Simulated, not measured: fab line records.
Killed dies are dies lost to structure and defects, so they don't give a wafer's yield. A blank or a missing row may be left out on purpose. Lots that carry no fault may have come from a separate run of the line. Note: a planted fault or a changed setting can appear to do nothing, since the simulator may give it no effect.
Lot-split experiment -- flow n5_finfet -- 21 wafers read from 7 lots, route of 1938 steps

## SPLIT DETAILS
At N5_MOL_CONTACT_COAG_PECVD_31 (deposits SiO2 from TEOS/O2, target thk 46 nm, time 8.9 s), the setting temp_c was moved away from the recipe's 400 C on 7 of the 21 wafers read, by -2.8% to +4.3%. The other wafers ran this setting at the recipe's value.

## FROM THE SPLIT TO THE READING: what the file shows between them, 4 steps
- N5_MOL_CONTACT_COAG_COAT_75: time 60 s, resist thk 60 nm
- N5_MOL_CONTACT_COAG_COAT_76: time 60 s, resist thk 10 nm
- N5_MOL_CONTACT_COAG_ETCHBACK_135: etches SiO2 in CHF3, target depth 25 nm, time 16.7 s
- N5_MOL_CONTACT_COAG_STRIP_118: strips in CHF3

## THE READING
etch.depth_nm (the simulator's own value, which no gauge read), in nm, at N5_MOL_CONTACT_COAG_VIA_ETCH_46 (etches SiO2 in C4F6/O2, target depth 46 nm, overetch 9.2 nm, time 40 s). The file does not state a usual value for it. The 14 wafers here that ran the recipe average 45.80 nm, standard deviation 0.61 nm.

wafer,"tool, chamber at the split","temp_c as run, C",against the recipe,"etch.depth_nm, nm",against lot-mates on the recipe
L075.2,"pecvd-02, 2",388.6,-2.8%,48.06,+2.66
L075.3,"pecvd-02, 1",400,recipe,45.4,-
L075.4,"pecvd-02, 2",388.6,-2.8%,48.99,+3.59
L080.1,"pecvd-01, 0",413.2,+3.3%,42,-4.25
L080.2,"pecvd-01, 2",400,recipe,45.72,-
L080.6,"pecvd-01, 2",400,recipe,46.79,-
L084.1,"pecvd-02, 2",407.5,+1.9%,43.57,-2.98
L084.2,"pecvd-02, 2",400,recipe,46.62,-
L084.6,"pecvd-02, 2",400,recipe,46.47,-
L085.1,"pecvd-02, 0",400,recipe,44.5,-
L085.3,"pecvd-02, 2,0",417.1,+4.3%,41.15,-3.35
L085.4,"pecvd-02, 2,0",417.1,+4.3%,41.19,-3.31
L088.1,"pecvd-01, 1",400,recipe,46.09,-
L088.2,"pecvd-01, 0",400,recipe,45.2,-
L088.3,"pecvd-01, 2",400,recipe,45.44,-
L091.2,"pecvd-02, 1",389.7,-2.6%,48.09,+2.40
L091.3,"pecvd-02, 0",400,recipe,45.44,-
L091.4,"pecvd-02, 0",400,recipe,45.95,-
L092.2,"pecvd-02, 2",400,recipe,45.31,-
L092.4,"pecvd-02, 0",400,recipe,46.27,-
L092.6,"pecvd-02, 2",400,recipe,45.98,-
The file does not say which wafer passed through which chamber wherever a row lists several chambers: such a row stands for several wafers.

THE FIT
A straight line over all 21 wafers: etch.depth_nm changes by -1.05 nm for each +1% of temp_c; r = -0.96; the points scatter about the line by 0.56 nm.
The same after taking each lot's own level away (the mean of its wafers on the recipe; 21 wafers): -0.976 nm for each +1%; r = -0.96; scatter 0.57 nm.
That fit puts the effect of the largest move of temp_c on the reading at 4.2 nm.
Across the lots, their own levels run from 44.500 to 46.545 nm, a range of 3.4 times the standard deviation given above.
The two slopes agree, so the slope changes little with the lot-to-lot level.
Check: -4.47 nm against its lot-mates is what the line predicts for one of the wafers moved furthest among these (+4.3%) when that wafer is left out of the fit. Against them it came out at -3.35 nm.

## ADDITIONAL SPLITS CARRIED BY THESE WAFERS
Before the reading, these wafers also passed through other splits. Each is held against what the fit with the lots' levels taken away leaves over:
other split on the same wafers,wafers away from the commonest value,r with etch.depth_nm (lot level and that fit taken away)
N5_DUMMY_GATE_COAT_28 spin_rpm,5,-0.21
N5_SD_EPI_N_PEB_07 peb_time_s,9,+0.00
N5_SDB_CUT_ETCH_26 icp_w,6,-0.36
N5_SDB_ALD_29 ald_cycles,3,-0.22
N5_HKMG_FIN_ETCH_54 source_w,7,+0.17
N5_HKMG_FIN_ETCH_55 bias_w,5,+0.05
N5_MOL_CONTACT_COAG_CONTACT_ETCH_14 source_w,5,+0.00
N5_MOL_CONTACT_COAG_ETCH_15 source_w,8,+0.04

## THE WHOLE CHAIN: every reading that the file lists as answering this split, in the file's order
step,what it does,reading,change (the file's fit),r (the file's)
N5_MOL_CONTACT_COAG_PECVD_31,"deposits SiO2 from TEOS/O2, target thk 46 nm, time 8.9 s","SiO2_of_MOL_CONTACT_COAG_PECVD_31.thk_nm (the simulator's own value, which no gauge read)",-1.03 nm for each +1% of the setting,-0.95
N5_MOL_CONTACT_COAG_VIA_ETCH_46,"etches SiO2 in C4F6/O2, target depth 46 nm, overetch 9.2 nm, time 40 s","etch.depth_nm (the simulator's own value, which no gauge read)",-1.03 nm for each +1% of the setting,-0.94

## THE FILE'S OWN FIT
etch.depth_nm changes by -1.03 nm for each +1% of temp_c, r = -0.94.
